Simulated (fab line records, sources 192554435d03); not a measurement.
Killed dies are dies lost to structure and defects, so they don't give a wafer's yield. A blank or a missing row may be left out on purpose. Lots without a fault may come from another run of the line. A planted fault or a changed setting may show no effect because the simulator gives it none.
Which tool did it? | flow n5_finfet | 23 lots, 69 wafers sampled, at 5 steps of a route of 1938

WHAT THE GAUGES READ, wafer by wafer
N5_BEOL_M3_THK_MEAS_53: measures by xrf.
lot  | measured     | on            | M3_THK (nm)
L074 | day 8 00:23  | film_metro-02 | 40.9 42.3 40.9
L075 | day 8 19:32  | film_metro-01 | 39.5 38.6 41.1
L076 | day 8 23:26  | film_metro-01 | 39.7 42.2 39.6
L079 | day 9 00:09  | film_metro-01 | 41.7 39.9 40.5
L078 | day 9 04:56  | film_metro-01 | 39.4 40.8 37.2
L077 | day 9 01:51  | film_metro-01 | 37.2 37.7 39.4
L081 | day 9 12:03  | film_metro-02 | 41.0 38.4 41.3
L080 | day 9 08:50  | film_metro-01 | 38.8 37.8 41.5
L083 | day 10 01:39 | film_metro-02 | 42.3 39.5 42.1
L082 | day 10 17:48 | film_metro-01 | 37.7 38.0 39.8
L084 | day 10 22:53 | film_metro-01 | 42.3 41.0 41.0
L086 | day 11 01:46 | film_metro-01 | 38.8 38.4 41.0
L085 | day 11 04:53 | film_metro-02 | 37.6 39.7 39.6
L087 | day 11 15:24 | film_metro-02 | 40.2 40.1 40.6
L090 | day 12 11:27 | film_metro-02 | 40.9 38.0 41.2
L089 | day 12 17:49 | film_metro-02 | 39.3 34.7 35.7
L091 | day 12 17:42 | film_metro-01 | 39.3 41.0 40.2
L092 | day 12 19:54 | film_metro-02 | 39.6 41.7 39.3
L093 | day 12 23:05 | film_metro-01 | 41.5 43.1 38.5
L094 | day 13 05:40 | film_metro-02 | 41.2 38.5 42.0
L095 | day 13 18:52 | film_metro-01 | 38.6 38.2 40.8
L096 | day 13 12:33 | film_metro-01 | 39.2 38.2 42.2
L097 | day 14 10:52 | film_metro-01 | 35.7 38.7 39.1

WHICH TOOL RAN EACH LOT (tool, then ch and the chambers of the sampled wafers, then the start)
lot  | N5_BEOL_M3_ETCH_63                 | N5_BEOL_M3_DESCUM_33               | N5_BEOL_M3_TRENCH_ETCH_37                     | N5_BEOL_M3_DEGAS_44
L074 | rie_diel-04 ch 1,2, day 7 12:40    | rie_diel-01 ch 1,2, day 7 13:38    | rie_diel-04 ch 0,2,3, day 7 19:22 or earlier  | pvd_sputter-01, day 7 19:22
L075 | rie_diel-04 ch 1,2,3, day 8 05:22  | rie_diel-01 ch 1,3, day 8 06:19    | rie_diel-04 ch 1,2, day 8 14:38 or earlier    | pvd_sputter-03, day 8 14:38
L076 | rie_diel-03 ch 2,3, day 8 05:34    | rie_diel-04 ch 0,1,3, day 8 06:31  | rie_diel-04 ch 0,3, day 8 20:06 or earlier    | pvd_sputter-03, day 8 20:06
L079 | rie_diel-04 ch 0,1,3, day 8 09:53  | rie_diel-03 ch 0,2,3, day 8 11:09  | rie_diel-03 ch 0,1,2, day 8 20:14 or earlier  | pvd_sputter-01, day 8 20:14
L078 | rie_diel-03 ch 2,3, day 8 10:08    | rie_diel-04 ch 0,1,3, day 8 11:14  | rie_diel-01 ch 2,3, day 9 01:16 or earlier    | pvd_sputter-03, day 9 01:16
L077 | rie_diel-01 ch 2,3, day 8 11:08    | rie_diel-01 ch 2,3, day 8 11:58    | rie_diel-01 ch 0,1,2, day 8 22:34 or earlier  | pvd_sputter-02, day 8 22:34
L081 | rie_diel-01 ch 1,2, day 8 14:23    | rie_diel-04 ch 0,2,3, day 8 15:20  | rie_diel-03 ch 0,3, day 9 08:40 or earlier    | pvd_sputter-03, day 9 08:40
L080 | rie_diel-01 ch 1,2,3, day 8 18:06  | rie_diel-04 ch 0,1,3, day 8 19:03  | rie_diel-01 ch 1,2,3, day 9 05:35 or earlier  | pvd_sputter-03, day 9 05:35
L083 | rie_diel-01 ch 1,2,3, day 9 09:47  | rie_diel-03 ch 1,3, day 9 10:44    | rie_diel-01 ch 0,2, day 9 16:54 or earlier    | pvd_sputter-01, day 9 16:54
L082 | rie_diel-04 ch 0,1,3, day 9 11:34  | rie_diel-04 ch 0,2,3, day 9 12:31  | rie_diel-04 ch 0,2,3, day 10 14:33 or earlier | pvd_sputter-03, day 10 14:33
L084 | rie_diel-01 ch 0,1,2, day 10 03:41 | rie_diel-04 ch 0,2,3, day 10 04:32 | rie_diel-03 ch 0,1,2, day 10 19:38 or earlier | pvd_sputter-03, day 10 19:38
L086 | rie_diel-03 ch 0,2,3, day 10 14:43 | rie_diel-04 ch 0,1,2, day 10 15:56 | rie_diel-03 ch 0,1,3, day 10 22:22 or earlier | pvd_sputter-01, day 10 22:22
L085 | rie_diel-03 ch 0,1, day 10 18:01   | rie_diel-01 ch 1,2, day 10 19:04   | rie_diel-01 ch 0,1,2, day 11 01:41 or earlier | pvd_sputter-03, day 11 01:41
L087 | rie_diel-01 ch 0,2, day 11 05:25   | rie_diel-01 ch 0,1, day 11 07:18   | rie_diel-01 ch 1,2, day 11 11:52 or earlier   | pvd_sputter-03, day 11 11:52
L090 | rie_diel-01 ch 0,1,2, day 11 13:05 | rie_diel-04 ch 2,3, day 11 13:57   | rie_diel-01 ch 0,1,3, day 12 07:49 or earlier | pvd_sputter-02, day 12 07:49
L089 | rie_diel-04 ch 0,2,3, day 11 13:30 | rie_diel-01 ch 0,1, day 11 15:09   | rie_diel-01 ch 0,3, day 12 14:24 or earlier   | pvd_sputter-03, day 12 14:24
L091 | rie_diel-01 ch 0,2,3, day 11 19:50 | rie_diel-04 ch 1,2,3, day 11 21:33 | rie_diel-04 ch 0,1,3, day 12 14:26 or earlier | pvd_sputter-01, day 12 14:26
L092 | rie_diel-01 ch 2,3, day 12 02:02   | rie_diel-04 ch 0,3, day 12 02:59   | rie_diel-01 ch 1,2, day 12 14:41 or earlier   | pvd_sputter-01, day 12 14:41
L093 | rie_diel-01 ch 0,1, day 12 02:19   | rie_diel-01 ch 0,1, day 12 03:43   | rie_diel-01 ch 1,2,3, day 12 19:39 or earlier | pvd_sputter-02, day 12 19:39
L094 | rie_diel-04 ch 0,2,3, day 12 08:08 | rie_diel-01 ch 0,2, day 12 08:57   | rie_diel-04 ch 0,1,2, day 13 01:53 or earlier | pvd_sputter-02, day 13 01:53
L095 | rie_diel-01 ch 1,2,3, day 12 20:02 | rie_diel-01 ch 0,1,2, day 12 20:56 | rie_diel-03 ch 0,2,3, day 13 14:19 or earlier | pvd_sputter-01, day 13 14:19
L096 | rie_diel-04 ch 0,1, day 13 05:49   | rie_diel-03 ch 1,2, day 13 06:46   | rie_diel-01 ch 0,1,2, day 13 08:38 or earlier | pvd_sputter-03, day 13 08:38
L097 | rie_diel-03 ch 1,3, day 13 08:25   | rie_diel-03 ch 2,3, day 13 09:22   | rie_diel-01 ch 1,3, day 14 07:41 or earlier   | pvd_sputter-02, day 14 07:41
- N5_BEOL_M3_ETCH_63: etches SiARC in CF4, target depth 15.6 nm, time 26 s.
- N5_BEOL_M3_DESCUM_33: chemistry O2, time 7 s.
- N5_BEOL_M3_TRENCH_ETCH_37: etches SiOC in C4F6/O2, target depth 55.555 nm, time 29.2 s.
- N5_BEOL_M3_DEGAS_44: time 60 s.

WHAT THE TOOLS THEMSELVES READ (means of the sampled wafers that have a number; where no wafer has one, the mark that the record gives instead)
N5_BEOL_M3_ETCH_63.
lot  | tool        | cf4_flow_sccm (sccm) | drypump_motor_current_A (A) | etch_rf_on_time_s (s) | oes_product_au (a.u.) | rf_vpp_V (V) | showerhead_plenum_p_Torr (Torr) | throttle_valve_pct (%)
L074 | rie_diel-04 | 100.1                | 5.0                         | 26.6                  | 0.63                  | 182.5        | 2.06                            | 15.51
L075 | rie_diel-04 | 100.1                | 5.6                         | 26.1                  | 0.64                  | 183.3        | 2.10                            | 15.62
L076 | rie_diel-03 | 99.7                 | 5.8                         | 25.6                  | 0.71                  | 183.0        | 2.12                            | 15.67
L079 | rie_diel-04 | 100.0                | 5.8                         | 25.9                  | 0.71                  | 184.5        | 2.15                            | 15.64
L078 | rie_diel-03 | 100.0                | 5.8                         | 25.8                  | 0.71                  | 184.4        | 2.12                            | 15.67
L077 | rie_diel-01 | 99.9                 | 5.5                         | 26.2                  | 0.80                  | 184.0        | 2.13                            | 15.28
L081 | rie_diel-01 | 100.0                | 5.2                         | 27.2                  | 0.67                  | 182.8        | 2.07                            | 15.71
L080 | rie_diel-01 | 100.1                | 5.4                         | 26.5                  | 0.73                  | 183.3        | 2.12                            | 15.50
L083 | rie_diel-01 | 100.0                | 5.4                         | 26.3                  | 0.73                  | 183.0        | 2.12                            | 15.51
L082 | rie_diel-04 | 99.8                 | 5.8                         | 25.8                  | 0.70                  | 184.6        | 2.15                            | 15.66
L084 | rie_diel-01 | 99.8                 | 5.3                         | 26.7                  | 0.73                  | 183.3        | 2.13                            | 15.57
L086 | rie_diel-03 | 99.8                 | 5.4                         | 25.7                  | 0.72                  | 184.8        | 2.18                            | 15.59
L085 | rie_diel-03 | 100.1                | 5.4                         | 25.7                  | 0.66                  | 183.7        | 2.17                            | 15.73
L087 | rie_diel-01 | 100.3                | 5.4                         | 26.6                  | 0.76                  | 183.8        | 2.14                            | 15.38
L090 | rie_diel-01 | 100.1                | 5.3                         | 26.8                  | 0.71                  | 183.6        | 2.13                            | 15.59
L089 | rie_diel-04 | 100.0                | 5.5                         | 26.3                  | 0.66                  | 183.6        | 2.10                            | 15.62
L091 | rie_diel-01 | 100.4                | 5.5                         | 25.7                  | 0.77                  | 184.8        | 2.18                            | 15.37
L092 | rie_diel-01 | 99.9                 | 5.6                         | 25.2                  | 0.77                  | 184.0        | 2.16                            | 15.31
L093 | rie_diel-01 | 100.1                | 5.2                         | 27.1                  | 0.65                  | 184.0        | 2.12                            | 15.82
L094 | rie_diel-04 | 100.1                | 5.5                         | 26.3                  | 0.64                  | 184.3        | 2.10                            | 15.64
L095 | rie_diel-01 | 99.7                 | 5.4                         | 26.2                  | 0.70                  | 183.1        | 2.11                            | 15.56
L096 | rie_diel-04 | 100.0                | 5.5                         | 25.8                  | 0.68                  | 183.8        | 2.14                            | 15.71
L097 | rie_diel-03 | 100.0                | 5.8                         | 25.2                  | 0.64                  | 183.5        | 2.11                            | 15.85

N5_BEOL_M3_DESCUM_33.
lot  | tool        | drypump_motor_current_A (A) | oes_product_au (a.u.) | rf_vpp_V (V) | showerhead_plenum_p_Torr (Torr) | throttle_valve_pct (%)
L074 | rie_diel-01 | 5.2                         | 0.82                  | 242.9        | 2.01                            | 20.57
L075 | rie_diel-01 | 5.3                         | 0.81                  | 242.4        | 2.05                            | 20.53
L076 | rie_diel-04 | 5.8                         | 0.83                  | 243.5        | 2.09                            | 20.41
L079 | rie_diel-03 | 5.4                         | 0.85                  | 243.5        | 2.12                            | 20.32
L078 | rie_diel-04 | 5.8                         | 0.83                  | 243.0        | 2.09                            | 20.43
L077 | rie_diel-01 | 5.6                         | 0.93                  | 244.3        | 2.12                            | 20.14
L081 | rie_diel-04 | 5.5                         | 0.80                  | 243.6        | 2.05                            | 20.40
L080 | rie_diel-04 | 5.8                         | 0.82                  | 243.0        | 2.09                            | 20.43
L083 | rie_diel-03 | 5.8                         | 0.75                  | 242.3        | 2.07                            | 20.65
L082 | rie_diel-04 | 5.5                         | 0.78                  | 242.8        | 2.05                            | 20.40
L084 | rie_diel-04 | 5.5                         | 0.78                  | 242.7        | 2.05                            | 20.41
L086 | rie_diel-04 | 5.3                         | 0.80                  | 242.8        | 2.06                            | 20.42
L085 | rie_diel-01 | 5.2                         | 0.77                  | 242.5        | 2.00                            | 20.61
L087 | rie_diel-01 | 5.3                         | 0.87                  | 244.0        | 2.15                            | 20.55
L090 | rie_diel-04 | 5.3                         | 0.71                  | 241.6        | 2.01                            | 20.47
L089 | rie_diel-01 | 5.2                         | 0.79                  | 242.7        | 2.06                            | 20.68
L091 | rie_diel-04 | 5.6                         | 0.73                  | 242.8        | 2.04                            | 20.52
L092 | rie_diel-04 | 6.0                         | 0.77                  | 243.1        | 2.07                            | 20.46
L093 | rie_diel-01 | 5.2                         | 0.85                  | 243.6        | 2.15                            | 20.57
L094 | rie_diel-01 | 5.4                         | 0.88                  | 243.4        | 2.10                            | 20.35
L095 | rie_diel-01 | 5.3                         | 0.82                  | 243.2        | 2.08                            | 20.52
L096 | rie_diel-03 | 5.3                         | 0.77                  | 242.5        | 2.09                            | 20.51
L097 | rie_diel-03 | 5.5                         | 0.80                  | 243.3        | 2.07                            | 20.39

N5_BEOL_M3_TRENCH_ETCH_37.
lot  | tool        | C4F6_flow_sccm (sccm) | drypump_motor_current_A (A) | oes_product_au (a.u.) | rf_vpp_V (V) | showerhead_plenum_p_Torr (Torr) | throttle_valve_pct (%)
L074 | rie_diel-04 | 9.995                 | 5.5                         | 0.80                  | 659          | 2.81                            | 20.9
L075 | rie_diel-04 | 9.993                 | 5.1                         | 0.73                  | 657          | 2.73                            | 20.7
L076 | rie_diel-04 | 9.987                 | 6.0                         | 0.81                  | 664          | 2.87                            | 21.1
L079 | rie_diel-03 | 9.999                 | 5.2                         | 0.82                  | 661          | 2.90                            | 20.8
L078 | rie_diel-01 | 9.992                 | 5.5                         | 0.92                  | 685          | 2.82                            | 20.5
L077 | rie_diel-01 | 9.996                 | 5.3                         | 0.87                  | 688          | 2.84                            | 20.8
L081 | rie_diel-03 | 10.019                | 5.4                         | 0.89                  | 659          | 2.94                            | 20.8
L080 | rie_diel-01 | 10.020                | 5.4                         | 0.86                  | 675          | 2.82                            | 20.8
L083 | rie_diel-01 | 9.994                 | 5.3                         | 0.94                  | 696          | 2.91                            | 20.6
L082 | rie_diel-04 | 9.966                 | 5.5                         | 0.78                  | 659          | 2.81                            | 20.9
L084 | rie_diel-03 | 10.020                | 5.2                         | 0.80                  | 660          | 2.89                            | 20.9
L086 | rie_diel-03 | 9.980                 | 5.6                         | 0.81                  | 664          | 2.87                            | 20.9
L085 | rie_diel-01 | 10.003                | 5.3                         | 0.85                  | 689          | 2.83                            | 20.9
L087 | rie_diel-01 | 9.979                 | 5.3                         | 0.82                  | 691          | 2.75                            | 20.8
L090 | rie_diel-01 | 9.989                 | 5.4                         | 0.84                  | 671          | 2.88                            | 20.9
L089 | rie_diel-01 | 10.003                | 5.5                         | 0.89                  | 663          | 2.94                            | 20.6
L091 | rie_diel-04 | 9.984                 | 5.8                         | 0.79                  | 671          | 2.85                            | 21.0
L092 | rie_diel-01 | 10.009                | 5.4                         | 0.80                  | 693          | 2.75                            | 20.9
L093 | rie_diel-01 | 9.961                 | 5.4                         | 0.82                  | 675          | 2.80                            | 20.9
L094 | rie_diel-04 | 10.029                | 5.2                         | 0.76                  | 666          | 2.79                            | 20.9
L095 | rie_diel-03 | 9.984                 | 5.4                         | 0.83                  | 658          | 2.89                            | 20.9
L096 | rie_diel-01 | 10.019                | 5.3                         | 0.82                  | 688          | 2.82                            | 20.9
L097 | rie_diel-01 | 10.005                | 5.3                         | 0.76                  | 665          | 2.80                            | 21.2

N5_BEOL_M3_DEGAS_44.
lot  | tool           | heater_power_w (W)
L074 | pvd_sputter-01 | 320
L075 | pvd_sputter-03 | 324
L076 | pvd_sputter-03 | 328
L079 | pvd_sputter-01 | 372
L078 | pvd_sputter-03 | 322
L077 | pvd_sputter-02 | 308
L081 | pvd_sputter-03 | 322
L080 | pvd_sputter-03 | 327
L083 | pvd_sputter-01 | 350
L082 | pvd_sputter-03 | 327
L084 | pvd_sputter-03 | 329
L086 | pvd_sputter-01 | 369
L085 | pvd_sputter-03 | 327
L087 | pvd_sputter-03 | 319
L090 | pvd_sputter-02 | 349
L089 | pvd_sputter-03 | 333
L091 | pvd_sputter-01 | 334
L092 | pvd_sputter-01 | 346
L093 | pvd_sputter-02 | 303
L094 | pvd_sputter-02 | 320
L095 | pvd_sputter-01 | 326
L096 | pvd_sputter-03 | 335
L097 | pvd_sputter-02 | 333

THE ANSWER, worked out from the rows above alone
Rule: what is usual is taken from the lots themselves. Put in order of their means at a reading, lots are off if they are a third of the lots or fewer, leave a main group of 4 or more, and stand apart from it by a gap of 3 or more times the standard deviation of the main group's means; of several such gaps the widest counts. A main group whose means are all the same, to the digits that the tables above print for the reading, isn't used. A lot without any number at a reading at which 4 lots or more have one is off too. The other lots that the step has rows for count as sound. The gauges are gone through in route order, then the tools' own readings, and for those a lot's mean is taken as printed above. The first step at which some lot is off is used, and at that step the reading that is off furthest; a lot without a number counts as furthest.
No lot is off at any reading shown: from this, nothing can be told.

WHAT THE SIMULATOR HAD PUT IN
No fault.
